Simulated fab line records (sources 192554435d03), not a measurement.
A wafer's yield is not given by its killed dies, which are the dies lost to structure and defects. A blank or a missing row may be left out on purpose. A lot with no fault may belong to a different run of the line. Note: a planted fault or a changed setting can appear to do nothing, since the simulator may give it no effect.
A lot that was struck, set against a sound lot :: flow n5Finfet :: 34 out of 1938 route steps
Sound: the wafers L757.2, L757.3, L757.5. Struck: wafers L765.1, L765.4. (L765.3 of the same lot was not struck and is left out.) The cause comes at the end.
At each step with rows: each side's tool, then ch and its chambers, then its first start. Under that, the readings that differ: sound wafers :: struck wafers :: difference of the means :: sigmas: that difference in standard deviations of wafers without a fault.
alike: words and numbers the same on both sides, and readings whose means are apart by under 2 such deviations; not compared: readings that were withheld, readings missing a value for some wafer, numbers with overlapping values and no deviation given by the record, and bounds like >300 which may hide the same value.
A row with sigmas, a row that says differs or no value, or rows on one side alone: a step with any of these is where the two part. Numbers that have no deviation but don't overlap get no sigmas and don't part them. A reading that every wafer of one side lacks parts them only if that side has two wafers or more.

first, 9 steps without rows for these wafers: N5_BEOL_M4_ILD_DEP_00 (deposits SiOC from DEMS/O2, target thk 79 nm, time 15.3 s); N5_BEOL_M4_PECVD_72 (deposits SiO2 from TEOS/O2, target thk 16 nm, time 18 s); N5_BEOL_M4_HM_DEP_02 (deposits TiN, target thk 20 nm); N5_BEOL_M4_COAT_61 (time 60 s, resist thk 60 nm); N5_BEOL_M4_COAT_62 (time 60 s, resist thk 12 nm); N5_BEOL_M4_COAT_73 (time 60 s, resist thk 5 nm); N5_BEOL_M4_COAT_05 (resist thk 30 nm); N5_BEOL_M4_EBR_07; N5_BEOL_M4_SOFTBAKE_06 (time 60 s).
N5_BEOL_M4_EXPOSE_08: exposes mask M4.
  sound on euvScanner-01 ch 0, day 8 22:14; struck on euvScanner-02 ch 0, day 10 21:40
  alike: mask
then, 5 steps without rows for these wafers: N5_BEOL_M4_PEB_09 (peb time 60 s); N5_BEOL_M4_DEVELOP_10 (develop time 30 s); N5_BEOL_M4_DESCUM_16 (chemistry O2, time 7 s); N5_BEOL_M4_ETCH_74 (etches underlayer in N2/H2, target depth 6.5 nm, time 5.2 s); N5_BEOL_M4_ETCH_63 (etches SiARC in CF4, target depth 15.6 nm, time 26 s).
N5_BEOL_M4_ETCH_64: etches SOC in N2/H2, target depth 75 nm, overetch 22.5 nm, time 121.9 s.
  sound on rieDiel-06 ch 2,3, day 8 23:06; struck on rieDiel-02 ch 1,3, day 10 22:02
reading: model.BEOL_M4.cdOffsetNm (nm)
sound: 0 0.2 0.2
struck: -0.6 -0.2
difference: -0.5
sigmas: 
  alike: drypumpMotorCurrentA, oesProductAu, rfVppV, showerheadPlenumPTorr, throttleValvePct
  not compared: rfHoursCounterH
then, 3 steps without rows for these wafers: N5_BEOL_M4_STRIP_65 (strips in N2/H2); N5_BEOL_M4_STRIP_75 (strips in N2/H2); N5_BEOL_M4_STRIP_66 (strips in CF4).
N5_BEOL_M4_HM_OPEN_17: chemistry Cl2/BCl3, target TiN, target depth 20 nm, overetch 6 nm.
  sound on rieMetal-01 ch 0, day 8 23:19; struck on rieMetal-02 ch 0,1, day 10 22:12
reading: model.BEOL_M4.cdOffsetNm (nm)
sound: 0 0.2 0.2
struck: -0.6 -0.2
difference: -0.5
sigmas: 
  alike: drypumpMotorCurrentA, oesProductAu, throttleValvePct
  not compared: rfHoursCounterH
then, 12 steps without rows for these wafers: N5_BEOL_M4_STRIP_19 (strips in O2); N5_BEOL_M4_COAT_67 (time 60 s, resist thk 60 nm); N5_BEOL_M4_COAT_68 (time 60 s, resist thk 12 nm); N5_BEOL_M4_COAT_76 (time 60 s, resist thk 5 nm); N5_BEOL_M4_COAT_22 (resist thk 30 nm); N5_BEOL_M4_EBR_24; N5_BEOL_M4_SOFTBAKE_23 (time 60 s); N5_BEOL_M4_EXPOSE_25 (exposes mask V3, defocus 5 nm); N5_BEOL_M4_PEB_26 (peb time 60 s); N5_BEOL_M4_DEVELOP_27 (develop time 30 s); N5_BEOL_M4_DESCUM_33 (chemistry O2, time 7 s); N5_BEOL_M4_ETCH_77 (etches underlayer in N2/H2, target depth 6.5 nm, time 5.2 s).
N5_BEOL_M4_RC_MEAS_101:
  sound on prober-02 ch 0, day 9 07:48; struck on prober-01 ch 0, day 11 07:11
  alike: DIBL_N, DIBL_P, IOFF_N, IOFF_P, ION_N, ION_P, SS_N, SS_P, VT_N, VT_P
-- record jumps: 4 days separate the struck wafers' starts on either side; left off in module BEOL_M4, taken up again in module PASSIVATION, whose first shown step is the route's number 1936 --
N5_PASSIVATION_PROBE_49:
  the record has rows for the struck wafers here (prober-01, day 15 09:38) and none for the sound ones

== WHERE THEY PART ==
At N5_PASSIVATION_PROBE_49 and nowhere else, as far as this record goes.

WHY: whatever the simulator had introduced
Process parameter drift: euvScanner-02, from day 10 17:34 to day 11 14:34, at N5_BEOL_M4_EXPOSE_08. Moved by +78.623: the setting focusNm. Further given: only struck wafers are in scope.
